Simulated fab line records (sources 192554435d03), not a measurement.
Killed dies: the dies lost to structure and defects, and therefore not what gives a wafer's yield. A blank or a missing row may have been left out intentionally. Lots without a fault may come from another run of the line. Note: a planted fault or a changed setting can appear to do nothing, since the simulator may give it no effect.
Matching of chambers :: flow n5Finfet :: 3 sister chambers for N5_BEOL_M1_CO_CAP_55 on cvdCo-02
The step material Co, precursor CCTBA/H2, target thk 2 nm, time 102.1 s. 6 wafers are shown with their chamber, then 12 later ones without.

## EACH WAFER AND ITS CHAMBER
wafer: L087.4
chamber: 1
heaterPowerW (W): 233

wafer: L088.3
chamber: 2
heaterPowerW (W): 233

wafer: L088.6
chamber: 1
heaterPowerW (W): 231

wafer: L090.1
chamber: 0
heaterPowerW (W): 218

wafer: L090.4
chamber: 0
heaterPowerW (W): 215

wafer: L090.6
chamber: 2
heaterPowerW (W): 231

## WAFERS MISSING THEIR CHAMBER
wafer: L092.3
heaterPowerW (W): 235

wafer: L092.5
heaterPowerW (W): 235

wafer: L092.6
heaterPowerW (W): 210

wafer: L091.1
heaterPowerW (W): 230

wafer: L091.2
heaterPowerW (W): 238

wafer: L091.6
heaterPowerW (W): 234

wafer: L095.2
heaterPowerW (W): 235

wafer: L095.5
heaterPowerW (W): 225

wafer: L095.6
heaterPowerW (W): 232

wafer: L094.2
heaterPowerW (W): 208

wafer: L094.3
heaterPowerW (W): 240

wafer: L094.6
heaterPowerW (W): 227

## WHICH CHAMBER EACH ONE RAN IN
wafer: L092.3
from the rows above: can't be placed: 1 or 2
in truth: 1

wafer: L092.5
from the rows above: can't be placed: 1 or 2
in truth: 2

wafer: L092.6
from the rows above: 0
in truth: 0

wafer: L091.1
from the rows above: can't be placed: 1 or 2
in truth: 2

wafer: L091.2
from the rows above: can't be placed: 1 or 2
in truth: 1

wafer: L091.6
from the rows above: can't be placed: 1 or 2
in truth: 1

wafer: L095.2
from the rows above: can't be placed: 1 or 2
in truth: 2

wafer: L095.5
from the rows above: can't be placed: 1 or 2 or 0
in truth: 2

wafer: L095.6
from the rows above: can't be placed: 1 or 2
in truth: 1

wafer: L094.2
from the rows above: 0
in truth: 0

wafer: L094.3
from the rows above: can't be placed: 1 or 2
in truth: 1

wafer: L094.6
from the rows above: can't be placed: 1 or 2
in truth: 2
2 of 12 placed correctly. Cannot be placed on the basis of these rows: 10; the candidates contain the true chamber in 10. Wrongly placed: 0.
How it was worked out, from the rows above alone: a wafer's distance from a chamber is the root of the sum, over the readings, of the square of ((its reading less the chamber's mean) divided by the reading's scatter). The wafer belongs to the nearest chamber; if the next one is less than 2 further off, it can't be placed. The mean given for a chamber averages the wafers shown for that chamber. How the scatter is found: for the shown wafers, subtract from each reading the mean of its chamber, square and add these, divide the total by (wafers less chambers), then take the root.
